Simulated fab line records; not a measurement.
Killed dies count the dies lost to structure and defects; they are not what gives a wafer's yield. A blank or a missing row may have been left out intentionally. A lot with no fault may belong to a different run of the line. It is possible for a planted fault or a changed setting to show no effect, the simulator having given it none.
Chamber matching / flow n5Finfet / rieDiel-01 running N5_SD_EPI_P_ETCH_36: 4 sister chambers
The step etches SiARC in CF4, target depth 45.5 nm, time 75.8 s. 14 wafers are shown with their chamber, then 7 later ones without.

WAFERS WITH THEIR CHAMBER
wafer=L077.2; chamber=2; showerheadPlenumPTorr (Torr)=2.10; drypumpMotorCurrentA (A)=5.6; throttleValvePct (%)=15.28
wafer=L077.3; chamber=1; showerheadPlenumPTorr (Torr)=2.04; drypumpMotorCurrentA (A)=5.7; throttleValvePct (%)=15.68
wafer=L077.6; chamber=2; showerheadPlenumPTorr (Torr)=2.10; drypumpMotorCurrentA (A)=5.6; throttleValvePct (%)=15.30
wafer=L080.3; chamber=3; showerheadPlenumPTorr (Torr)=2.08; drypumpMotorCurrentA (A)=6.3; throttleValvePct (%)=15.53
wafer=L080.4; chamber=2; showerheadPlenumPTorr (Torr)=2.09; drypumpMotorCurrentA (A)=5.6; throttleValvePct (%)=15.32
wafer=L080.5; chamber=2; showerheadPlenumPTorr (Torr)=2.09; drypumpMotorCurrentA (A)=5.6; throttleValvePct (%)=15.33
wafer=L082.3; chamber=0; showerheadPlenumPTorr (Torr)=2.14; drypumpMotorCurrentA (A)=6.0; throttleValvePct (%)=15.65
wafer=L082.5; chamber=0; showerheadPlenumPTorr (Torr)=2.14; drypumpMotorCurrentA (A)=6.1; throttleValvePct (%)=15.64
wafer=L082.6; chamber=1; showerheadPlenumPTorr (Torr)=2.04; drypumpMotorCurrentA (A)=5.7; throttleValvePct (%)=15.68
wafer=L083.2; chamber=0; showerheadPlenumPTorr (Torr)=2.14; drypumpMotorCurrentA (A)=6.0; throttleValvePct (%)=15.64
wafer=L083.3; chamber=2; showerheadPlenumPTorr (Torr)=2.09; drypumpMotorCurrentA (A)=5.6; throttleValvePct (%)=15.32
wafer=L083.5; chamber=2; showerheadPlenumPTorr (Torr)=2.09; drypumpMotorCurrentA (A)=5.6; throttleValvePct (%)=15.34
wafer=L085.1; chamber=2; showerheadPlenumPTorr (Torr)=2.09; drypumpMotorCurrentA (A)=5.6; throttleValvePct (%)=15.33
wafer=L085.4; chamber=3; showerheadPlenumPTorr (Torr)=2.08; drypumpMotorCurrentA (A)=6.3; throttleValvePct (%)=15.54

SIGNATURES, as means of the wafers listed above
reading=showerheadPlenumPTorr; chamber 0=2.1400; chamber 1=2.0400; chamber 2=2.0929; chamber 3=2.0800; scatter within a chamber=0.00378
reading=drypumpMotorCurrentA; chamber 0=6.033; chamber 1=5.700; chamber 2=5.600; chamber 3=6.300; scatter within a chamber=0.0258
reading=throttleValvePct; chamber 0=15.6433; chamber 1=15.6800; chamber 2=15.3171; chamber 3=15.5350; scatter within a chamber=0.0163
Rule: a wafer's distance from a chamber is the root of the sum, over the readings, of the square of ((its reading less the chamber's mean) divided by the reading's scatter). If the next closest chamber is less than 2 further off than the closest, the wafer can't be placed; otherwise it belongs to the closest. How the scatter is found: for the shown wafers, subtract from each reading the mean of its chamber, square and add these, divide the total by (wafers less chambers), then take the root.

WAFERS WHOSE CHAMBER IS MISSING
wafer=L085.5; showerheadPlenumPTorr (Torr)=2.04; drypumpMotorCurrentA (A)=5.7; throttleValvePct (%)=15.70
wafer=L090.4; showerheadPlenumPTorr (Torr)=2.14; drypumpMotorCurrentA (A)=6.1; throttleValvePct (%)=15.65
wafer=L090.5; showerheadPlenumPTorr (Torr)=2.14; drypumpMotorCurrentA (A)=6.0; throttleValvePct (%)=15.68
wafer=L090.6; showerheadPlenumPTorr (Torr)=2.03; drypumpMotorCurrentA (A)=5.7; throttleValvePct (%)=15.72
wafer=L096.2; showerheadPlenumPTorr (Torr)=2.03; drypumpMotorCurrentA (A)=5.7; throttleValvePct (%)=15.75
wafer=L096.4; showerheadPlenumPTorr (Torr)=2.07; drypumpMotorCurrentA (A)=6.3; throttleValvePct (%)=15.55
wafer=L096.5; showerheadPlenumPTorr (Torr)=2.08; drypumpMotorCurrentA (A)=5.6; throttleValvePct (%)=15.37

WHICH CHAMBER EACH ONE RAN IN
wafer=L085.5; from the rows above=1; in truth=1
wafer=L090.4; from the rows above=0; in truth=0
wafer=L090.5; from the rows above=0; in truth=0
wafer=L090.6; from the rows above=1; in truth=1
wafer=L096.2; from the rows above=1; in truth=1
wafer=L096.4; from the rows above=3; in truth=3
wafer=L096.5; from the rows above=2; in truth=2
7 of 7 placed correctly. From these rows, 0 cannot be placed. Wrongly placed: 0.
